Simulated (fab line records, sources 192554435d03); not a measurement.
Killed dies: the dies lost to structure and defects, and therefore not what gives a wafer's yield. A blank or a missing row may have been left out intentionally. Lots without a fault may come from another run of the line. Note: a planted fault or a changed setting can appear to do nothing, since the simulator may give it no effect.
Chamber matching / flow n5_finfet / pecvd-02 running N5_BEOL_M12_ILD_DEP_00: 3 sister chambers
The step deposits SiOC from DEMS/O2, target thk 658.92 nm, time 130.7 s. 20 wafers are shown with their chamber, then 10 later ones without.

== EACH WAFER AND ITS CHAMBER ==
wafer=L075.4; chamber=1; throttle_valve_pct (%)=12.4; showerhead_plenum_p_Torr (Torr)=5.694; heater_power_w (W)=483
wafer=L075.5; chamber=2; throttle_valve_pct (%)=11.2; showerhead_plenum_p_Torr (Torr)=5.670; heater_power_w (W)=287
wafer=L075.6; chamber=0; throttle_valve_pct (%)=11.5; showerhead_plenum_p_Torr (Torr)=5.711; heater_power_w (W)=417
wafer=L077.4; chamber=0; throttle_valve_pct (%)=11.4; showerhead_plenum_p_Torr (Torr)=5.707; heater_power_w (W)=436
wafer=L077.5; chamber=2; throttle_valve_pct (%)=11.6; showerhead_plenum_p_Torr (Torr)=5.659; heater_power_w (W)=321
wafer=L077.6; chamber=1; throttle_valve_pct (%)=12.5; showerhead_plenum_p_Torr (Torr)=5.688; heater_power_w (W)=389
wafer=L080.2; chamber=0; throttle_valve_pct (%)=11.6; showerhead_plenum_p_Torr (Torr)=5.700; heater_power_w (W)=391
wafer=L080.3; chamber=2; throttle_valve_pct (%)=11.7; showerhead_plenum_p_Torr (Torr)=5.652; heater_power_w (W)=357
wafer=L080.6; chamber=0; throttle_valve_pct (%)=11.7; showerhead_plenum_p_Torr (Torr)=5.704; heater_power_w (W)=411
wafer=L086.4; chamber=1; throttle_valve_pct (%)=12.9; showerhead_plenum_p_Torr (Torr)=5.695; heater_power_w (W)=443
wafer=L086.5; chamber=0; throttle_valve_pct (%)=11.8; showerhead_plenum_p_Torr (Torr)=5.704; heater_power_w (W)=401
wafer=L086.6; chamber=2; throttle_valve_pct (%)=11.5; showerhead_plenum_p_Torr (Torr)=5.665; heater_power_w (W)=334
wafer=L087.2; chamber=1; throttle_valve_pct (%)=12.5; showerhead_plenum_p_Torr (Torr)=5.685; heater_power_w (W)=460
wafer=L087.4; chamber=1; throttle_valve_pct (%)=12.6; showerhead_plenum_p_Torr (Torr)=5.691; heater_power_w (W)=467
wafer=L087.5; chamber=0; throttle_valve_pct (%)=11.9; showerhead_plenum_p_Torr (Torr)=5.689; heater_power_w (W)=358
wafer=L088.2; chamber=0; throttle_valve_pct (%)=11.5; showerhead_plenum_p_Torr (Torr)=5.689; heater_power_w (W)=397
wafer=L088.3; chamber=1; throttle_valve_pct (%)=12.6; showerhead_plenum_p_Torr (Torr)=5.677; heater_power_w (W)=416
wafer=L088.5; chamber=0; throttle_valve_pct (%)=11.6; showerhead_plenum_p_Torr (Torr)=5.703; heater_power_w (W)=423
wafer=L090.2; chamber=0; throttle_valve_pct (%)=11.7; showerhead_plenum_p_Torr (Torr)=5.695; heater_power_w (W)=433
wafer=L090.3; chamber=1; throttle_valve_pct (%)=12.7; showerhead_plenum_p_Torr (Torr)=5.688; heater_power_w (W)=458

SIGNATURES, as means of the wafers listed above
reading=throttle_valve_pct; chamber 0=11.633; chamber 1=12.600; chamber 2=11.500; scatter within a chamber=0.171
reading=showerhead_plenum_p_Torr; chamber 0=5.70022; chamber 1=5.68829; chamber 2=5.66150; scatter within a chamber=0.0072
reading=heater_power_w; chamber 0=407.44; chamber 1=445.14; chamber 2=324.75; scatter within a chamber=28.2
Rule: distance of a wafer from a chamber = root of the sum over the readings of ((wafer's reading minus chamber's mean) / reading's scatter) squared. If the next closest chamber is less than 2 further off than the closest, the wafer can't be placed; otherwise it belongs to the closest. The scatter: the root of (the sum of the squares of (reading less its chamber's mean) over the shown wafers, divided by (wafers less chambers)).

== WAFERS MISSING THEIR CHAMBER ==
wafer=L090.4; throttle_valve_pct (%)=11.6; showerhead_plenum_p_Torr (Torr)=5.643; heater_power_w (W)=291
wafer=L092.2; throttle_valve_pct (%)=11.8; showerhead_plenum_p_Torr (Torr)=5.700; heater_power_w (W)=469
wafer=L092.5; throttle_valve_pct (%)=12.6; showerhead_plenum_p_Torr (Torr)=5.702; heater_power_w (W)=516
wafer=L092.6; throttle_valve_pct (%)=11.6; showerhead_plenum_p_Torr (Torr)=5.662; heater_power_w (W)=332
wafer=L095.2; throttle_valve_pct (%)=11.5; showerhead_plenum_p_Torr (Torr)=5.655; heater_power_w (W)=301
wafer=L095.3; throttle_valve_pct (%)=12.4; showerhead_plenum_p_Torr (Torr)=5.690; heater_power_w (W)=457
wafer=L095.6; throttle_valve_pct (%)=11.6; showerhead_plenum_p_Torr (Torr)=5.708; heater_power_w (W)=440
wafer=L097.1; throttle_valve_pct (%)=11.7; showerhead_plenum_p_Torr (Torr)=5.710; heater_power_w (W)=371
wafer=L097.3; throttle_valve_pct (%)=11.6; showerhead_plenum_p_Torr (Torr)=5.700; heater_power_w (W)=407
wafer=L097.6; throttle_valve_pct (%)=11.5; showerhead_plenum_p_Torr (Torr)=5.675; heater_power_w (W)=356

== WHICH CHAMBER EACH WENT THROUGH ==
wafer=L090.4; from the rows above=2; in truth=2
wafer=L092.2; from the rows above=0; in truth=0
wafer=L092.5; from the rows above=1; in truth=1
wafer=L092.6; from the rows above=2; in truth=2
wafer=L095.2; from the rows above=2; in truth=2
wafer=L095.3; from the rows above=1; in truth=1
wafer=L095.6; from the rows above=0; in truth=0
wafer=L097.1; from the rows above=0; in truth=0
wafer=L097.3; from the rows above=0; in truth=0
wafer=L097.6; from the rows above=can't be placed: 2 or 0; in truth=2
Correct placement for 9 of the 10. Unplaceable from these rows: 1, with the true chamber sitting among the candidates in 1. Number placed wrongly: 0.
